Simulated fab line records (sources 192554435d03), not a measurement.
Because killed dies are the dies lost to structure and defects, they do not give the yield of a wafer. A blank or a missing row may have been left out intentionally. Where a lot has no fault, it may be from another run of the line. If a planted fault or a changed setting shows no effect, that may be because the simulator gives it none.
What tool caused it? | flow n5-finfet | 24 lots with 72 wafers sampled at 4 steps, on a route of 1938 steps

## WHAT THE GAUGES SHOWED, per wafer
N5_SDB_OVL_MEAS_12.
lot  | measured    | on         | SDB_OVL (nm)
L074 | day 3 18:42 | overlay-02 | 0.2 0.8 -0.2
L075 | day 4 00:22 | overlay-02 | 2.7 1.3 0.9
L076 | day 4 06:48 | overlay-01 | -1.7 -0.8 -0.6
L077 | day 4 11:46 | overlay-01 | -0.6 -0.6 -0.1
L078 | day 4 18:22 | overlay-01 | -0.1 -1.1 -0.8
L079 | day 5 01:16 | overlay-01 | 1.3 1.1 0.2
L080 | day 5 07:30 | overlay-02 | -0.2 -0.2 -0.6
L081 | day 5 12:21 | overlay-01 | 1.2 1.6 0.0
L082 | day 5 18:14 | overlay-01 | -0.2 -0.3 0.4
L083 | day 5 23:06 | overlay-02 | -2.1 -1.8 -1.9
L084 | day 6 11:25 | overlay-01 | 0.1 -0.3 -0.4
L085 | day 6 14:22 | overlay-02 | 0.4 0.0 0.7
L086 | day 6 21:46 | overlay-01 | -1.0 -1.6 -1.5
L087 | day 7 03:07 | overlay-02 | 1.4 0.2 1.3
L088 | day 7 08:42 | overlay-01 | 1.6 1.0 1.6
L089 | day 7 14:43 | overlay-01 | 1.2 0.6 -0.2
L090 | day 7 21:14 | overlay-01 | 1.1 0.9 -1.1
L091 | day 8 00:41 | overlay-02 | -0.5 -0.9 0.0
L092 | day 8 07:56 | overlay-02 | -0.1 -0.7 0.4
L093 | day 8 14:26 | overlay-01 | -0.3 1.0 0.1
L094 | day 8 21:14 | overlay-01 | -0.6 -1.9 -1.9
L095 | day 9 00:43 | overlay-01 | 1.2 0.5 0.5
L096 | day 9 07:52 | overlay-02 | 0.9 0.3 1.2
L097 | day 9 12:22 | overlay-01 | 1.9 0.3 1.8

## WHAT TOOL EACH LOT RAN ON (gives the tool, then ch and the chambers of the sampled wafers, and finally the start)
lot  | N5_SD_EPI_P_ETCH_47               | N5_SD_ACTIVATION_RTA_00         | N5_ILD0_CMP_12
L074 | rie-diel-01 ch 2,3, day 3 06:23   | rtp-anneal-02 ch 0, day 3 10:30 | cmp-01 ch 1,2,3, day 3 18:06
L075 | rie-diel-04 ch 0,3, day 3 13:44   | rtp-anneal-01 ch 0, day 3 16:58 | cmp-02 ch 0,1,2, day 3 23:38
L076 | rie-diel-05 ch 0,3, day 3 19:53   | rtp-anneal-01 ch 0, day 3 23:18 | cmp-02 ch 0,2,3, day 4 06:00
L077 | rie-diel-04 ch 1,2,3, day 4 00:53 | rtp-anneal-01 ch 0, day 4 04:10 | cmp-02 ch 0,1,3, day 4 11:05
L078 | rie-diel-04 ch 1,2, day 4 07:17   | rtp-anneal-01 ch 0, day 4 10:47 | cmp-04 ch 2,3, day 4 17:40
L079 | rie-diel-01 ch 0,1,3, day 4 14:01 | rtp-anneal-01 ch 0, day 4 17:32 | cmp-04 ch 0,2,3, day 5 00:26
L080 | rie-diel-04 ch 2,3, day 4 20:33   | rtp-anneal-01 ch 0, day 4 23:49 | cmp-02 ch 0,1,3, day 5 06:42
L081 | rie-diel-04 ch 2,3, day 5 00:16   | rtp-anneal-01 ch 0, day 5 04:33 | cmp-02 ch 0,1,2, day 5 11:35
L082 | rie-diel-05 ch 0,1,3, day 5 06:17 | rtp-anneal-01 ch 0, day 5 10:22 | cmp-01 ch 0,2,3, day 5 17:26
L083 | rie-diel-01 ch 0,3, day 5 11:50   | rtp-anneal-02 ch 0, day 5 15:20 | cmp-04 ch 0,1,3, day 5 22:28
L084 | rie-diel-01 ch 0,1,2, day 6 00:32 | rtp-anneal-02 ch 0, day 6 03:47 | cmp-01 ch 0,1,2, day 6 10:42
L085 | rie-diel-04 ch 2,3, day 6 02:52   | rtp-anneal-02 ch 0, day 6 06:22 | cmp-04 ch 1,2, day 6 13:25
L086 | rie-diel-04 ch 1,2,3, day 6 09:25 | rtp-anneal-02 ch 0, day 6 12:42 | cmp-01 ch 0,1,3, day 6 20:58
L087 | rie-diel-01 ch 1,2,3, day 6 15:59 | rtp-anneal-02 ch 0, day 6 19:36 | cmp-02 ch 0,1,2, day 7 02:19
L088 | rie-diel-05 ch 0,2, day 6 20:59   | rtp-anneal-02 ch 0, day 7 00:37 | cmp-02 ch 2,3, day 7 07:52
L089 | rie-diel-05 ch 0,1,3, day 7 03:30 | rtp-anneal-02 ch 0, day 7 06:47 | cmp-04 ch 2,3, day 7 13:55
L090 | rie-diel-01 ch 1,2,3, day 7 09:43 | rtp-anneal-02 ch 0, day 7 13:41 | cmp-02 ch 1,3, day 7 20:26
L091 | rie-diel-05 ch 0,1,2, day 7 13:11 | rtp-anneal-01 ch 0, day 7 16:52 | cmp-04 ch 2,3, day 7 23:53
L092 | rie-diel-05 ch 0,1, day 7 20:26   | rtp-anneal-02 ch 0, day 8 00:32 | cmp-04 ch 0,2,3, day 8 07:16
L093 | rie-diel-01 ch 1,2, day 8 02:19   | rtp-anneal-02 ch 0, day 8 06:23 | cmp-04 ch 0,2,3, day 8 13:43
L094 | rie-diel-04 ch 0,1,2, day 8 08:20 | rtp-anneal-01 ch 0, day 8 12:28 | cmp-02 ch 0,1,3, day 8 20:31
L095 | rie-diel-05 ch 2,3, day 8 11:55   | rtp-anneal-02 ch 0, day 8 16:03 | cmp-02 ch 0,1, day 8 23:53
L096 | rie-diel-04 ch 0,1,3, day 8 20:16 | rtp-anneal-02 ch 0, day 9 00:21 | cmp-01 ch 0,1, day 9 07:02
L097 | rie-diel-01 ch 1,2,3, day 9 00:28 | rtp-anneal-01 ch 0, day 9 05:01 | cmp-02 ch 0,3, day 9 11:37
- N5_SD_EPI_P_ETCH_47: etches SiOCN in CH3F/O2, target depth 25 nm.
- N5_SD_ACTIVATION_RTA_00: time 0 s.
- N5_ILD0_CMP_12: polishes SiNx, stops on poly-Si, t overpolish 6 s, target thk 17.67 nm.

## WHAT THE TOOLS THEMSELVES READ (means of the sampled wafers that have a number; where no wafer has one, the mark that the record gives instead)
N5_SD_EPI_P_ETCH_47.
lot  | tool        | drypump-motor-current-A (A) | oes-product-au (a.u.) | rf-vpp-V (V) | showerhead-plenum-p-Torr (Torr) | throttle-valve-pct (%)
L074 | rie-diel-01 | 5.5                         | 0.73                  | 129.6        | 2.08                            | 16.39
L075 | rie-diel-04 | 5.8                         | 0.92                  | 125.8        | 2.01                            | 16.15
L076 | rie-diel-05 | 5.7                         | 0.75                  | 128.5        | 1.92                            | 16.32
L077 | rie-diel-04 | 5.8                         | 0.82                  | 125.8        | 1.99                            | 16.01
L078 | rie-diel-04 | 6.2                         | 0.76                  | 127.2        | 2.00                            | 16.06
L079 | rie-diel-01 | 5.5                         | 0.72                  | 128.9        | 2.04                            | 16.37
L080 | rie-diel-04 | 5.5                         | 0.88                  | 125.6        | 1.98                            | 15.98
L081 | rie-diel-04 | 5.5                         | 0.83                  | 126.9        | 1.99                            | 15.95
L082 | rie-diel-05 | 5.8                         | 0.76                  | 126.4        | 1.90                            | 16.42
L083 | rie-diel-01 | 5.4                         | 0.71                  | 131.5        | 2.07                            | 16.37
L084 | rie-diel-01 | 5.5                         | 0.70                  | 127.4        | 2.04                            | 16.41
L085 | rie-diel-04 | 5.5                         | 0.82                  | 125.9        | 1.99                            | 15.96
L086 | rie-diel-04 | 5.8                         | 0.79                  | 125.5        | 1.98                            | 16.04
L087 | rie-diel-01 | 5.5                         | 0.73                  | 129.6        | 2.04                            | 16.42
L088 | rie-diel-05 | 5.8                         | 0.77                  | 130.1        | 1.95                            | 16.30
L089 | rie-diel-05 | 5.7                         | 0.74                  | 127.0        | 1.90                            | 16.44
L090 | rie-diel-01 | 5.5                         | 0.71                  | 129.2        | 2.04                            | 16.43
L091 | rie-diel-05 | 5.8                         | 0.80                  | 125.9        | 1.94                            | 16.31
L092 | rie-diel-05 | 5.8                         | 0.75                  | 124.4        | 1.87                            | 16.51
L093 | rie-diel-01 | 5.6                         | 0.71                  | 127.3        | 2.01                            | 16.45
L094 | rie-diel-04 | 6.2                         | 0.76                  | 127.6        | 2.03                            | 16.23
L095 | rie-diel-05 | 5.6                         | 0.79                  | 125.7        | 1.96                            | 16.18
L096 | rie-diel-04 | 6.1                         | 0.80                  | 127.0        | 2.01                            | 16.28
L097 | rie-diel-01 | 5.5                         | 0.70                  | 129.6        | 2.04                            | 16.45

N5_SD_ACTIVATION_RTA_00.
lot  | tool          | lamp-power-pct (%) | wafer_temp_C_max
L074 | rtp-anneal-02 | 8.94               | 972.9
L075 | rtp-anneal-01 | 8.95               | 977.9
L076 | rtp-anneal-01 | 8.94               | 975.1
L077 | rtp-anneal-01 | 8.93               | 976.2
L078 | rtp-anneal-01 | 8.95               | 976.1
L079 | rtp-anneal-01 | 8.94               | 976.8
L080 | rtp-anneal-01 | 8.93               | 975.9
L081 | rtp-anneal-01 | 8.98               | 976.7
L082 | rtp-anneal-01 | 8.95               | 976.8
L083 | rtp-anneal-02 | 8.94               | 975.9
L084 | rtp-anneal-02 | 8.94               | 975.9
L085 | rtp-anneal-02 | 8.93               | 975.1
L086 | rtp-anneal-02 | 8.91               | 974.1
L087 | rtp-anneal-02 | 8.94               | 975.0
L088 | rtp-anneal-02 | 8.91               | 974.1
L089 | rtp-anneal-02 | 8.95               | 975.5
L090 | rtp-anneal-02 | 8.98               | 973.6
L091 | rtp-anneal-01 | 9.00               | 976.6
L092 | rtp-anneal-02 | 8.93               | 975.8
L093 | rtp-anneal-02 | 8.98               | 976.0
L094 | rtp-anneal-01 | 8.98               | 974.8
L095 | rtp-anneal-02 | 8.90               | 975.1
L096 | rtp-anneal-02 | 8.91               | 973.8
L097 | rtp-anneal-01 | 8.92               | 975.0

N5_ILD0_CMP_12.
lot  | tool   | motor-current-A (A) | overpolish-run-s (s) | time-to-endpoint-s (s)
L074 | cmp-01 | 9.1                 | 5.998                | 31.7
L075 | cmp-02 | 8.8                 | 6.012                | 28.9
L076 | cmp-02 | 8.5                 | 6.001                | 29.1
L077 | cmp-02 | 8.2                 | 6.013                | 28.3
L078 | cmp-04 | 9.1                 | 6.004                | 28.5
L079 | cmp-04 | 8.9                 | 6.001                | 28.0
L080 | cmp-02 | 7.7                 | 5.989                | 25.3
L081 | cmp-02 | 8.6                 | 6.001                | 26.5
L082 | cmp-01 | 8.5                 | 5.992                | 31.3
L083 | cmp-04 | 8.7                 | 5.995                | 26.2
L084 | cmp-01 | 8.8                 | 6.000                | 30.0
L085 | cmp-04 | 10.0                | 5.998                | 28.0
L086 | cmp-01 | 8.3                 | 6.000                | 28.2
L087 | cmp-02 | 8.4                 | 5.997                | 26.0
L088 | cmp-02 | 8.5                 | 6.013                | 28.9
L089 | cmp-04 | 10.4                | 6.004                | 26.4
L090 | cmp-02 | 7.8                 | 6.005                | 27.3
L091 | cmp-04 | 10.0                | 5.996                | 27.9
L092 | cmp-04 | 8.6                 | 6.001                | 28.6
L093 | cmp-04 | 8.9                 | 6.005                | 24.6
L094 | cmp-02 | 8.1                 | 6.003                | 28.1
L095 | cmp-02 | 8.3                 | 5.996                | 25.2
L096 | cmp-01 | 8.4                 | 6.001                | 30.0
L097 | cmp-02 | 7.9                 | 5.992                | 28.6

## THE ANSWER, worked out from the rows above alone
Rule: the lots themselves supply what counts as usual. The widest of any qualifying gaps counts: lots, ordered by their means at a reading, are off when they make up no more than a third of the lots, leave a main group of 4 or more, and stand apart from it by 3 or more times the standard deviation of that group's means. If all means in a main group match to the digits the tables above print for the reading, that group is not used. Also off: a lot with no number at a reading for which 4 or more lots have one. All remaining lots with rows at the step are treated as sound. First the gauges in route order, then the tools' own readings, where a lot's mean is used as printed above. At the first step where some lot is off, the reading lying furthest off is the one used; lots without a number count as furthest.
None of the lots is off at any reading shown; this tells nothing.

## WHAT WAS PUT IN BY THE SIMULATOR
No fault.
